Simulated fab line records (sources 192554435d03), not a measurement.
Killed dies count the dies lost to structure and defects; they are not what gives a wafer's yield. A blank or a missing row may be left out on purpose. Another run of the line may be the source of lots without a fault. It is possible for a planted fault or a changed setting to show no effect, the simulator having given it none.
fab line records | flow n5Finfet
record: lots: 3 wafers: 9 lastDay: 16
route steps=1938 shown ZERO_LAYER@3 WELL_APT@20 BEOL_M4@1111 PASSIVATION@1936
lots untouched by any fault: they come from a run of this same line in which no faults occurred
startH: start of the lot's first displayed wafer, in hours after the record's first day | waitH: hours from the lot's prior step to this one | " as in the row above | L1.1+2: several wafers, shown together as one row | - no value, or no start was given | * or withheld: withheld | < > ~ a bound
route shown NAME@n: a module of which the file shows steps, and the number in the route of the first | usual: average and standard deviation across the fault-free wafers | same: alike in all rows | chamber/n: place in a boat | sites: the reading at each site | _std_site: standard deviation of those values | _edge_site: inner sites' mean taken away from outer sites' mean | radiusMm: how far each site lies from the wafer's centre | mask NAME#n: copy n | behind: the last tool/chamber to shape the wafer | hold: reason for holding the lot/hours on hold/outcome of the hold | device: which transistor (n, p or np) failed to switch | end of line: the same wafers' tests at the end of the route | where a step has no rows: the recipe by itself | killed: dies lost to structure and defects at the first sort, not the wafer's yield | map: dies across one wafer; x = killed, . = not, _ = none there
set.NAME: setting as actually run; set.NAME@STEP: the setting as run at that earlier step | model.NAME: the simulator's own value behind a step, which no gauge read
a table for each step, a row for each wafer; lots at some steps of the route
services: a tool's chamber out of use, with start hour (startH, from the record's first day; less than 0 if before it), hours out, and reason
== steps ==
step: N5_ZERO_LAYER_SRD_01
recipe: timeS: 30 tempC: 23 rinseLiquid: diw dry: n2Spin spinRpm: 1500 dryTimeS: 30
step: N5_ZERO_LAYER_PECVD_02
recipe: material: SiO2 targetThkA: 100 tempC: 400 precursor: SiH4/N2O pressureTorr: 0.75 rfW: 275 timeS: 6
step: N5_ZERO_LAYER_HMDS_04
recipe: timeS: 60 tempC: 120
step: N5_ZERO_LAYER_COAT_05
recipe: spinRpm: 1500 resistThkNm: 1000
step: N5_ZERO_LAYER_EBR_07
recipe: solvent: PGMEA ebrWidthMm: 1.5
step: N5_ZERO_LAYER_SOFTBAKE_06
recipe: tempC: 100 timeS: 90
step: N5_ZERO_LAYER_EXPOSE_08
recipe: maskId: ZERO na: 0.55 sourceShape: conventional sigmaOuter: 0.8 polarization: unpolarized defocusNm: 0 targetCdNm: 2000 doseMj: 16.2
step: N5_ZERO_LAYER_PEB_09
recipe: pebTempC: withheld pebTimeS: *
step: N5_ZERO_LAYER_DEVELOP_10
recipe: developTimeS: 60 rinseLiquid: diw dry: airSpin devTempC: 21
step: N5_ZERO_LAYER_HARDBAKE_23
recipe: tempC: 130 timeS: 120
step: N5_ZERO_LAYER_DESCUM_16
recipe: chemistry: O2 timeS: 7.9 sourcePowerW: 50 biasPowerW: 20 pressureMtorr: 20 rfFrequencyHz: 2.712e+07 tempC: 40 o2FlowSccm: 225
step: N5_ZERO_LAYER_ETCH_17
recipe: chemistry: CF4 target: SiO2 targetDepthA: 120 timeS: 13.3 ionEnergyEv: 350 pressureMtorr: 40 sourceW: 450 biasW: 215 Ar_flow_sccm: 100 cf4FlowSccm: 100
usual: drypumpMotorCurrentA: 5.9/0.41 oesProductAu: 0.77/0.071 rfVppV: 951/3.8 showerheadPlenumPTorr: 2.17/0.058 throttleValvePct: 15.68/0.17
columns lot.wafer tool chamber startH waitH drypumpMotorCurrentA oesProductAu rfHoursCounterH rfVppV showerheadPlenumPTorr throttleValvePct
L675.1 rieDiel-03 1 79.19 0.0 5.7 0.76 143 949 2.14 15.84
L675.2 " 0 " " 6.1 0.77 132 955 2.23 15.49
L675.5 " 2 " " 6.4 0.77 - 948 2.15 15.65
L681.1 rieDiel-03 0 114.71 0.0 6.1 0.76 142 956 2.22 15.51
L681.5 " 2 " " 6.4 0.75 - 948 2.15 15.66
L681.6 " 3 " " 6.6 0.92 - 957 2.27 15.35
L682.1 rieDiel-01 0 120.86 0.0 5.1 0.76 159 953 2.23 15.64
L682.3 " 2 " " 5.4 0.89 44 951 2.17 15.70
L682.4 " 3 " " 6.3 0.68 224 946 2.11 15.74
step: N5_ZERO_LAYER_ETCH_18
recipe: chemistry: HBr/Cl2 target: Si targetDepthA: 1200 timeS: 40 pressureMtorr: 10 icpW: 800 biasW: 75 HBr_flow_sccm: 150 Cl2_flow_sccm: 80
step: N5_ZERO_LAYER_STRIP_24
recipe: chemistry: O2 powerW: 1000 tempC: 250 overashFraction: 0.3 pressureMtorr: 1000 o2FlowSccm: 6750
step: N5_ZERO_LAYER_STRIP_19
recipe: chemistry: SPM timeS: 900 tempC: 130 h2so4H2o2VolRatio: 4 dry: ipaMarangoni
step: N5_ZERO_LAYER_INSPECT_20
recipe: inspectInstrument: darkfield mode: postClean
usual: rawDefectCount: 37/15
columns lot.wafer tool chamber startH waitH rawDefectCount
L675.1 defectInspect-01 - 79.73 0.0 33
L675.2 " - " " 41
L675.5 " - " " 44
L681.1 defectInspect-02 - 115.28 0.0 28
L681.5 " - " " 472
L681.6 " - " " 53
L682.1 defectInspect-02 - 121.40 0.0 39
L682.3 " - " " 38
L682.4 " - " " 44
step: N5_WELL_APT_HMDS_01
recipe: timeS: 60 tempC: 120
step: N5_WELL_APT_COAT_02
recipe: spinRpm: 1357 resistThkNm: 950
step: N5_WELL_APT_EBR_04
recipe: solvent: PGMEA ebrWidthMm: 1.5
step: N5_WELL_APT_SOFTBAKE_03
recipe: tempC: 130 timeS: 60
step: N5_WELL_APT_EXPOSE_05
recipe: maskId: NWELL na: 0.8 sourceShape: conventional sigmaOuter: 0.8 polarization: unpolarized defocusNm: 0 targetCdNm: 200 doseMj: 20.3
step: N5_WELL_APT_PEB_06
recipe: pebTempC: 130 pebTimeS: 90
step: N5_WELL_APT_DEVELOP_07
recipe: developTimeS: 45 rinseLiquid: surfactantRinse dry: airSpin devTempC: 21
step: N5_WELL_APT_HARDBAKE_12
recipe: tempC: 130 timeS: 120
step: N5_WELL_APT_INSPECT_10
recipe: mode: adi inspectInstrument: macro
usual: rawDefectCount: 2.0/1.5
columns lot.wafer tool chamber startH waitH rawDefectCount
L675.1 defectInspect-02 - 80.09 0.0 2
L675.2 " - " " 3
L675.5 " - " " 2
L681.1 defectInspect-02 - 115.64 0.0 0
L681.5 " - " " >300
L681.6 " - " " 2
L682.1 defectInspect-02 - 121.88 0.0 1
L682.3 " - " " 1
L682.4 " - " " 1
step: N5_WELL_APT_DESCUM_13
recipe: chemistry: O2 timeS: 7.9 sourcePowerW: 50 biasPowerW: 20 pressureMtorr: 20 rfFrequencyHz: 2.712e+07 tempC: 40 o2FlowSccm: 225
step: N5_WELL_APT_IMPLANT_14
recipe: species: P energyKev: 160 doseCm2: 1.5e+13 tiltDeg: 0 rotationDeg: 0
step: N5_WELL_APT_IMPLANT_15
recipe: species: As energyKev: 25 doseCm2: 1.5e+13 tiltDeg: 0 rotationDeg: 0
step: N5_WELL_APT_STRIP_16
recipe: chemistry: SPM timeS: 900 tempC: 130 h2so4H2o2VolRatio: 4 dry: ipaMarangoni
step: N5_WELL_APT_HMDS_18
recipe: timeS: 60 tempC: 120
step: N5_WELL_APT_COAT_19
recipe: spinRpm: 1357 resistThkNm: 950
step: N5_WELL_APT_EBR_21
recipe: solvent: PGMEA ebrWidthMm: 1.5
step: N5_WELL_APT_SOFTBAKE_20
recipe: tempC: 130 timeS: 60
step: N5_WELL_APT_EXPOSE_22
recipe: maskId: PWELL na: 0.8 sourceShape: conventional sigmaOuter: 0.8 polarization: unpolarized defocusNm: 0 targetCdNm: 200 doseMj: 23.2
step: N5_WELL_APT_PEB_23
recipe: pebTempC: 130 pebTimeS: 90
step: N5_WELL_APT_DEVELOP_24
recipe: developTimeS: 45 rinseLiquid: surfactantRinse dry: airSpin devTempC: 21
step: N5_WELL_APT_HARDBAKE_29
recipe: tempC: 130 timeS: 120
step: N5_WELL_APT_INSPECT_38
recipe: inspectInstrument: darkfield mode: postEpi
usual: rawDefectCount: 13/4.8
columns lot.wafer tool chamber startH waitH rawDefectCount
L675.1 defectInspect-02 - 82.99 0.5 19
L675.2 " - " " 13
L675.5 " - " " 15
L681.1 defectInspect-01 - 118.92 0.5 13
L681.5 " - " " 454
L681.6 " - " " 14
L682.1 defectInspect-02 - 124.93 0.5 16
L682.3 " - " " 16
L682.4 " - " " 8
step: N5_BEOL_M4_RC_MEAS_101
usual: DIBL_N: 36.8/2.2 DIBL_P: 37.0/2.8 IOFF_N: 0.18/0.043 IOFF_P: 0.23/0.05 ION_N: 680/14 ION_P: 466/9.1 SS_N: 71.7/0.74 SS_P: 73.5/0.79 VT_N: 248/4 VT_P: -249/4.1
columns lot.wafer tool chamber startH waitH DIBL_N[mV/V] DIBL_P[mV/V] IOFF_N[nA/um] IOFF_P[nA/um] ION_N[uA/um] ION_P[uA/um] SS_N[mV/dec] SS_P[mV/dec] VT_N[mV] VT_P[mV]
L675.1 prober-02 0 232.60 0.0 36.4 35.0 0.17 0.24 679 469 71.4 74.1 249 -243
L675.2 " 0 " " 37.6 38.2 0.19 0.32 686 477 71.2 74.0 248 -241
L675.5 " 0 " " 36.4 36.1 0.17 0.27 683 484 71.3 74.1 246 -242
L681.1 prober-02 0 260.66 0.0 38.3 35.9 0.17 0.24 680 472 71.2 72.7 247 -248
L681.5 " 0 " " 39.6 37.6 0.21 0.28 688 472 72.2 73.5 245 -243
L681.6 " 0 " " 36.5 32.5 0.13 0.19 666 464 71.9 72.2 253 -252
L682.1 prober-02 0 284.65 0.0 37.2 37.6 0.20 0.25 696 467 71.5 73.6 247 -246
L682.3 " 0 " " 32.5 31.7 0.10 0.16 656 455 69.9 72.0 255 -254
L682.4 " 0 " " 34.2 33.8 0.13 0.18 664 459 70.6 72.0 249 -253
step: N5_PASSIVATION_PROBE_49
usual: defectLimitedYield: 91.4/1.5 killed_at_M0_to_M3: 36/11 killed_at_M4_up: 14/6 killedAtContacts: 11/6 killedAtFrontEnd: 37/11 killedAtOther: 4/3.4 killedDies: 102/18 killedOnRim: 13/3.5 killedOpen: 66/13 killedShort: 34/7.8 sort_bin_5_function: 5.0/0.97 sort_bin_6_memory: 3.2/0.7 sortNPass: 1078/19 sortYieldPct: 91.3/1.6
same: grossDies: 1180 killedAtBackSide: 0 sort_bin_4_leakage[%]: 0 sort_bin_8_speed[%]: 0
columns lot.wafer tool chamber startH waitH defectLimitedYield[%] killed_at_M0_to_M3 killed_at_M4_up killedAtContacts killedAtFrontEnd killedAtOther killedDies killedOnRim killedOpen killedShort sort_bin_5_function[%] sort_bin_6_memory[%] sortNPass sortYieldPct[%]
L675.2 prober-02 - 343.34 0.1 91.4 40 10 10 35 7 102 10 69 30 5.4 3.1 1078 91.4
L681.1 prober-01 - 363.57 0.0 91.9 26 18 13 39 0 96 15 62 33 4.2 3.5 1084 91.9
L681.5 prober-01 - 363.77 0.2 86.4 24 5 19 110 2 160 30 48 29 9.3 2.8 1020 86.4
killed by level:class
L675.2 FIN_SAQP:geometricParticle:open=15 BEOL_M0_SAQP:geometricParticle:short=10 BEOL_M2:geometricParticle:open=9 MOL_CONTACT_COAG:geometricParticle:open=8 FIN_SAQP:geometricParticle:short=6 BEOL_M1:geometricParticle:open=6 BEOL_M3:geometricParticle:open=6 BEOL_M0_SAQP:geometricParticle:open=5
L681.1 MOL_CONTACT_COAG:geometricParticle:open=10 GATE_CUT:geometricParticle:open=9 STI_FIN_REVEAL:geometricParticle:open=7 BEOL_M0_SAQP:geometricParticle:open=6 BEOL_M4:geometricParticle:open=6 BEOL_M2:geometricParticle:open=5 STARTING-WAFER:geometricParticle:short=5 GATE_CUT:geometricParticle:short=4
L681.5 ZERO_LAYER:unspecified=83 MOL_CONTACT_COAG:geometricParticle:open=15 GATE_CUT:geometricParticle:short=10 STI_FIN_REVEAL:geometricParticle:open=4 MOL_CONTACT_COAG:geometricParticle:short=4 BEOL_M0_SAQP:geometricParticle:short=4 BEOL_M1:geometricParticle:open=4 BEOL_M2:geometricParticle:open=4
map L681.5 (x killed, . not)
_________________...x.......x________________
______________.............xx..._____________
___________...............x.......x__________
__________....x.........x..........x_________
________..x.........x...........x.x.xx_______
_______........x..............x.....xxx______
______x..x.................x.....xxxxxxx_____
_____.............x..............xxxxxxxx____
____...........................xx.xxxxxxxx___
___...........x...............x..xxxxxxxxxx__
___x..xx................x......xx.xxxxxxxxx__
__................x..x...........xxxxxxxxxxx_
__..x...........................x.xxxxxxxxxx_
_................xx.x.............x.xxx.x....
_............................xx...x....xxx...
_...x.............x.................x........
_..........x.................x.............x.
_x.x.x.....................x.........x.......
_...............................x..x.x.......
_..x.........................................
_..........................x.................
__................xx.......x..x............._
__................x.......x................._
___........................x...............__
___x...............................xx.....x__
____.....................x................___
_____...........x..........x..x.x...x....____
______................x....x............_____
_______.xx......................x......______
________.........x...................._______
__________.................x....x..._________
___________.....................x..__________
______________....x.....x.....x._____________
_________________............________________
map L675.2 (x killed, . not)
_________________..x.....x...________________
______________.................._____________
___________.........x..............__________
__________.x........................_________
________......x......................._______
_______..........x....x...x............______
______x.......x..................x...x.._____
_____....x..........x.x........x.........____
____............x..x.....x................___
___.......................x............x...__
___.x......x.........x.....................__
__....x..xx..x..................x.....x..x.._
__.................x........................_
_..............x.x....x...x..........x..x..x.
_.........x..x...x...........x.x.....x....x..
_..........x.................................
_............................................
_...........x.......x............x.....x.xx.x
_............x........x......................
_...x..............................x.........
_........x.x.x.............x.x.......x.......
__...x...x..xx..........................x..._
__.....xx...x..........x.........x.........._
___..xx....x.x.x....x......................__
___....................xx..................__
____...........x....x....................x___
_____.........x.x....x...................____
______......x...................x..x...._____
_______.......x...x...x................______
________..............x..............._______
__________......x..................._________
___________x..................x....__________
______________...........xx.xx.._____________
_________________............________________
== services ==
columns tool chamber startH hours kind
rieDiel-01 3 70.53 31.2 repair
== key ==
firstSign: step: N5_ZERO_LAYER_INSPECT_20 reading: rawDefectCount direction: up sigmas: 29 usual: 37 struck: 472
effect: step: N5_WELL_APT_INSPECT_10 reading: rawDefectCount direction: up sigmas: 99+ usual: 2.0 struck: >300
effect: step: N5_WELL_APT_INSPECT_38 reading: rawDefectCount direction: up sigmas: 91 usual: 13 struck: 454
effect: step: N5_PASSIVATION_PROBE_49 reading: killedAtFrontEnd direction: up sigmas: 6.3 usual: 37 struck: 110
moreKillsBornAt: N5_ZERO_LAYER_ETCH_17@rieDiel-03: 83
metAt N5_ZERO_LAYER_ETCH_17
struckWafers L681.5
onsetBetween 79.19 114.71
fault: kind: chamberParticleSource tool: rieDiel-03 chamber: 2 onsetH: 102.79 steps: N5_ZERO_LAYER_ETCH_17 ratePerVisitCm2: 0.67474 endH: 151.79
